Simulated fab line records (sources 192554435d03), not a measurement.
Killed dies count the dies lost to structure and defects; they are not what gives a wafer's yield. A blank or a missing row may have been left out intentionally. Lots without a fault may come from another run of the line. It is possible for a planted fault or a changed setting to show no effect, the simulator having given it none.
A sampling plan put to the test	flow n5-finfet	each of the 17 faults these records tell of, on one fab line, judged from the records of the lots it struck
The plan is the line's own looks: the steps of the route at which a gauge or an inspection reads the wafer and doesn't change it. A look is open to judgement when struck wafers have a number at it and the file gives its usual mean and standard deviation on fault-free wafers. Caught: a look later than the fault's first step finds the struck wafers' mean 4 or more of those standard deviations (sigma) from the usual mean. On the tool: here the same test is run on the tool's own readings at the fault's steps. Another recipe on the struck wafers, or a record that is blank for them alone, also counts as caught.

## THE FAULTS, as the simulator had put them in
1. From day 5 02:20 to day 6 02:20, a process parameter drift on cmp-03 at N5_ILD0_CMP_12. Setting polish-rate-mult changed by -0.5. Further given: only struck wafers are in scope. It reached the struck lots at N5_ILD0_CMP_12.
2. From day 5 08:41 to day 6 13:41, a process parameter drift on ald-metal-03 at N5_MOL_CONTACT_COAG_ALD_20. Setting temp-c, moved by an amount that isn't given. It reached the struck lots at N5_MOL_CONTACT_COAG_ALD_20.
3. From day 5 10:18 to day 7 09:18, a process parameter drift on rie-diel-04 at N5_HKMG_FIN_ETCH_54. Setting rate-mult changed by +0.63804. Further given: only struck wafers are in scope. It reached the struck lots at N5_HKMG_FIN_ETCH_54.
4. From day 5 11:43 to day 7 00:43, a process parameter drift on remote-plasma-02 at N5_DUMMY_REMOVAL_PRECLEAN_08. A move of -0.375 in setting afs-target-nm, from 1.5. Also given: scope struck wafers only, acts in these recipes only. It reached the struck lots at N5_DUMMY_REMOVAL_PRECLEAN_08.
5. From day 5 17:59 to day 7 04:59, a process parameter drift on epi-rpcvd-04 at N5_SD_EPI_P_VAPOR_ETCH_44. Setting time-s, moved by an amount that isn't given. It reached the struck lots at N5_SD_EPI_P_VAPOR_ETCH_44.
6. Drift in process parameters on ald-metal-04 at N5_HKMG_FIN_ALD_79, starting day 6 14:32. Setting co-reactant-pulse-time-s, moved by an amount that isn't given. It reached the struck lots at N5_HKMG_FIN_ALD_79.
7. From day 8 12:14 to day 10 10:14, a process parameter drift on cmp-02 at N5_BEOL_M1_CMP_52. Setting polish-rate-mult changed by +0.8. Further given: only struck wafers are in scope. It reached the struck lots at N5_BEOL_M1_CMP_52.
8. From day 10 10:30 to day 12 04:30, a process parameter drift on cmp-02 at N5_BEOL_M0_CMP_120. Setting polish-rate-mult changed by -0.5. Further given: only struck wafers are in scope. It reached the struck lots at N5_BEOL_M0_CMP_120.
9. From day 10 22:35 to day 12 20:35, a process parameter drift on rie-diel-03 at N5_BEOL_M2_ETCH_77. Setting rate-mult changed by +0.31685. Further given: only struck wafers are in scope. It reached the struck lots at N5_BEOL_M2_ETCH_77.
10. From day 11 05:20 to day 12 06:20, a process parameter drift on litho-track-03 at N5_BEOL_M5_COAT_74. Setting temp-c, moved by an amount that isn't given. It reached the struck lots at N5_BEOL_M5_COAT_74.
11. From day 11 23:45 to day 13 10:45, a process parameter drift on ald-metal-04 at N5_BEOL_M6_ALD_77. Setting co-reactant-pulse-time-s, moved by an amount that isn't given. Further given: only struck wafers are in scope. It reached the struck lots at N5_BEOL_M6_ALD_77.
12. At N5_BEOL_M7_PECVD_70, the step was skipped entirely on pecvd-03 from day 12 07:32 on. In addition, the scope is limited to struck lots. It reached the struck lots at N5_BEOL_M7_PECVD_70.
13. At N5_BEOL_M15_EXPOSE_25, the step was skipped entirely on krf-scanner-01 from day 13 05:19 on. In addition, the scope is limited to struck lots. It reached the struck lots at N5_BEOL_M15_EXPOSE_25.
14. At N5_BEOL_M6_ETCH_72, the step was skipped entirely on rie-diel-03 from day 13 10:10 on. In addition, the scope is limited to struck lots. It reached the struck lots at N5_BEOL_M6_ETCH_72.
15. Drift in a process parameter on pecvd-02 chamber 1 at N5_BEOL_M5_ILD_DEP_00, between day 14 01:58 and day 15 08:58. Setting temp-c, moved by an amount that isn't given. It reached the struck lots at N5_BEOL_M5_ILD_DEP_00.
16. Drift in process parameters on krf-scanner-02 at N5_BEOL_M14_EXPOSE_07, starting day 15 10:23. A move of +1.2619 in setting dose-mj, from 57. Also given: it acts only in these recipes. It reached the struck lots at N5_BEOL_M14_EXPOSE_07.
17. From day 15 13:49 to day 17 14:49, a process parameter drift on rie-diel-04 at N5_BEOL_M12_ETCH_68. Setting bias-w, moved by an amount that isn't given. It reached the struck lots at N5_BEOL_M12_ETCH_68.

## WHAT THE PLAN SAW
fault	on the tool itself	first look that catches it	reading, sigma	median hours from its first step to that look	hours from the fault's start to the first struck lot there	judged looks passed uncaught
1	time-to-endpoint-s +10 sigma	none of the 2 looks that can be judged after it	-	-	-	2
2	susceptor-temp-C -28 sigma	not the one look that can be judged after it	-	-	-	1
3	etch-rf-on-time-s -8.5 sigma	not the one look that can be judged after it	-	-	-	1
4	no reading that can be judged	N5_BEOL_M4_RC_MEAS_101	EOT_P +8.9	140.0	141	0
5	no reading that can be judged	N5_BEOL_M4_RC_MEAS_101	IOFF_P +8.5	151.3	158	0
6	under 2 sigma	no look after it can be judged	-	-	-	0
7	barrier-field-endpoint-s -15 sigma	not the one look that can be judged after it	-	-	-	1
8	barrier-field-endpoint-s +24 sigma	N5_BEOL_M0_INSPECT_127	raw-defect-count +99 or beyond	0.6	16	0
9	etch-rf-on-time-s -5.5 sigma	not the one look that can be judged after it	-	-	-	1
10	plate-temp-C -19 sigma	no look after it can be judged	-	-	-	0
11	under 2 sigma	not the one look that can be judged after it	-	-	-	1
12	the tool's record is blank for the struck wafers	no look after it can be judged	-	-	-	0
13	no reading that can be judged	no look after it can be judged	-	-	-	0
14	the tool's record is blank for the struck wafers	no look after it can be judged	-	-	-	0
15	susceptor-temp-C +18 sigma	not the one look that can be judged after it	-	-	-	1
16	exposure-dose-mJ-cm2 +18 sigma	no look after it can be judged	-	-	-	0
17	bias-w -15 sigma	no look after it can be judged	-	-	-	0
A dash: the fault isn't caught, or these records don't give the number.

Caught at a look: 3 of 17. Caught on the tool: 12 of 17. By one or the other: 14 of 17.
Faults 1, 2, 3, 7, 9, 10, 12, 14, 15, 16, 17 were caught on the tool alone.
Caught at a look alone: faults 4, 5.
Caught by neither: faults 6, 11, 13.

## THINNER SAMPLING
In the worst case, this is how late the first struck lot would be measured if the look that catches a fault measured only every second or every third lot, by lot number:
fault	struck lots at that look, in order of time	every lot	every second lot	every third lot
4	L980	141 h	may miss it	may miss it
5	L198, L200	158 h	may miss all 2	may miss all 2
8	L428, L431	16 h	29 h	may miss all 2
Hours count from the start of the fault until the first struck lot that is measured. The test against the limit of 4 sigma pooled every struck wafer, which means one lot taken alone may stay below that limit. Other struck lots may not be in these records.

## THE LONGEST TIMED WAY FROM STEP TO LOOK
Fault 5: the median time between N5_SD_EPI_P_VAPOR_ETCH_44 and N5_BEOL_M4_RC_MEAS_101 is 151.3 hours. No look between them can be judged.
